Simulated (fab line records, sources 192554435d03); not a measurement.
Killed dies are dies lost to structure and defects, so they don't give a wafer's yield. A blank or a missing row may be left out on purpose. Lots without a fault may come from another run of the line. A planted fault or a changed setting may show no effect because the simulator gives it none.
A struck lot beside a sound one | flow n5_finfet | 43 steps out of a route of 1938
Sound: wafers L333.1, L333.3, L333.5. Struck: wafers L341.1, L341.2, L341.4. The cause comes at the end.
At each step with rows: each side's tool, then ch and its chambers, then its first start. Under that, the readings that differ: sound wafers | struck wafers | difference of the means | sigmas: that difference in standard deviations of wafers without a fault.
alike: readings whose means differ by less than 2 such deviations, and words and numbers that are the same on both sides. not compared: withheld readings, readings that some wafer has no value for, bounds like >300 that may hide the same value, and numbers for which the record gives no deviation and whose values overlap.
The two part at a step that has a row with sigmas, a row that says differs or no value, or rows on one side only. Numbers that don't overlap but have no deviation are shown without sigmas and don't part them. A reading that every wafer of one side lacks parts them only if that side has two wafers or more.

first, 5 steps without rows for these wafers: N5_BEOL_M3_STRIP_83 (strips in C4F6/O2); N5_BEOL_M3_STRIP_36 (strips in N2/H2); N5_BEOL_M3_TRENCH_ETCH_37 (etches SiOC in C4F6/O2, target depth 55.555 nm, time 29.2 s); N5_BEOL_M3_ETCH_41 (etches SiCN in CH3F/O2, target depth 29.9 nm, time 52.5 s); N5_BEOL_M3_STRIP_97 (strips in N2/H2, time 10 s).
N5_BEOL_M3_OCD_MEAS_38:
  sound on ocd-02, day 7 17:57; struck on ocd-01, day 9 08:23
  alike: trench_depth_nm
then, 4 steps without rows for these wafers: N5_BEOL_M3_HM_STRIP_39 (strips TiN in peroxide tin strip, target depth 25 nm, time 158 s); N5_BEOL_M3_SRD_40 (time 30 s); N5_BEOL_M3_PRECLEAN_42 (cleans in residue remover, time 60 s); N5_BEOL_M3_SRD_43 (time 30 s).
N5_BEOL_M3_CD_MEAS_35: target cd 18 nm, target cd y 21 nm.
  sound on cd_sem-01, day 7 18:07; struck on cd_sem-01, day 9 08:33
  alike: cd_nm
then, 1 step without rows for these wafers: N5_BEOL_M3_DEGAS_44 (time 60 s).
N5_BEOL_M3_PRE_CLEAN_45: time 30 s.
  sound on pvd_sputter-02, day 7 18:35; struck on pvd_sputter-02, day 9 09:28
  alike: heater_power_w
then, 3 steps without rows for these wafers: N5_BEOL_M3_ALD_84 (deposits TaN, pulse time 2 s, purge time 3 s, co reactant purge time 2 s); N5_BEOL_M3_SURFACE_TREAT_85; N5_BEOL_M3_CVD_47 (deposits Co from CCTBA/H2, target thk 3 nm, time 223.8 s).
N5_BEOL_M3_SPUTTER_48: material Cu, target thk 4.5 nm, time 8.29 s.
  sound on pvd_sputter-02, day 7 19:38; struck on pvd_sputter-01, day 9 10:04
  alike: throttle_valve_pct
then, 1 step without rows for these wafers: N5_BEOL_M3_ANNEAL_49 (time 240 s).
N5_BEOL_M3_SPUTTER_79: material Cu, target thk 4.5 nm, time 8.29 s.
  sound on pvd_sputter-02, day 7 19:52; struck on pvd_sputter-01, day 9 10:17
  alike: throttle_valve_pct
N5_BEOL_M3_ANNEAL_80: time 240 s.
  sound on pvd_sputter-02, day 7 19:56; struck on pvd_sputter-01, day 9 10:22
  alike: heater_power_w
then, 11 steps without rows for these wafers: N5_BEOL_M3_SPUTTER_81 (material Cu, target thk 4.5 nm, time 8.29 s); N5_BEOL_M3_ANNEAL_82 (time 240 s); N5_BEOL_M3_SPUTTER_86 (material Cu, target thk 4.5 nm, time 8.29 s); N5_BEOL_M3_ANNEAL_87 (time 240 s); N5_BEOL_M3_SPUTTER_88 (material Cu, target thk 4.5 nm, time 8.29 s); N5_BEOL_M3_ANNEAL_89 (time 240 s); N5_BEOL_M3_SPUTTER_90 (material Cu, target thk 4.5 nm, time 8.29 s); N5_BEOL_M3_ANNEAL_91 (time 240 s); N5_BEOL_M3_SPUTTER_92 (material Cu, target thk 4.5 nm, time 8.29 s); N5_BEOL_M3_ANNEAL_93 (time 240 s); N5_BEOL_M3_SPUTTER_94 (material Cu, target thk 4.5 nm, time 8.29 s).
N5_BEOL_M3_ANNEAL_95: time 240 s.
  sound on pvd_sputter-02, day 7 21:16; struck on pvd_sputter-01, day 9 11:41
  alike: heater_power_w
then, 4 steps without rows for these wafers: N5_BEOL_M3_SPUTTER_96 (material Cu, target thk 4.5 nm, time 8.29 s); N5_BEOL_M3_ECD_50 (material Cu, target thk 300 nm); N5_BEOL_M3_ANNEAL_51 (time 90 s); N5_BEOL_M3_CMP_52 (polishes, stops on SiOC, t overpolish 6.8 s, target thk 40 nm).
N5_BEOL_M3_THK_MEAS_53: measures by xrf.
  sound on film_metro-01, day 7 22:11; struck on film_metro-02, day 9 12:37
  alike: M3_THK
then, 1 step without rows for these wafers: N5_BEOL_M3_PRE_CLEAN_60 (time 15 s).
N5_BEOL_M3_CO_CAP_55: material Co, precursor CCTBA/H2, target thk 2 nm, time 102.1 s.
  sound on cvd_co-02 ch 0, day 7 22:17; struck on cvd_co-02 ch 0,1,2, day 9 12:41
  alike: heater_power_w
then, 2 steps without rows for these wafers: N5_BEOL_M3_PRE_CLEAN_56 (time 15 s); N5_BEOL_M3_DEP_57 (deposits SiCN from 3MS/NH3, target thk 8 nm, time 14 s).
N5_BEOL_M3_RS_MEAS_58: measures by four-point-probe.
  sound on film_metro-01, day 7 22:30; struck on film_metro-02, day 9 12:52
  alike: M3_RS
-- the record jumps here: 5 days lie between the struck wafers' starts before and after (it left off in module BEOL_M3 and takes up again in module PASSIVATION, whose first step shown is number 1936 of the route) --
N5_PASSIVATION_PROBE_49:
  the record has rows for the struck wafers here (prober-02, day 14 06:31) and none for the sound ones

WHERE THEY PART
Only at N5_PASSIVATION_PROBE_49, within this record.

WHY: what the simulator had put in
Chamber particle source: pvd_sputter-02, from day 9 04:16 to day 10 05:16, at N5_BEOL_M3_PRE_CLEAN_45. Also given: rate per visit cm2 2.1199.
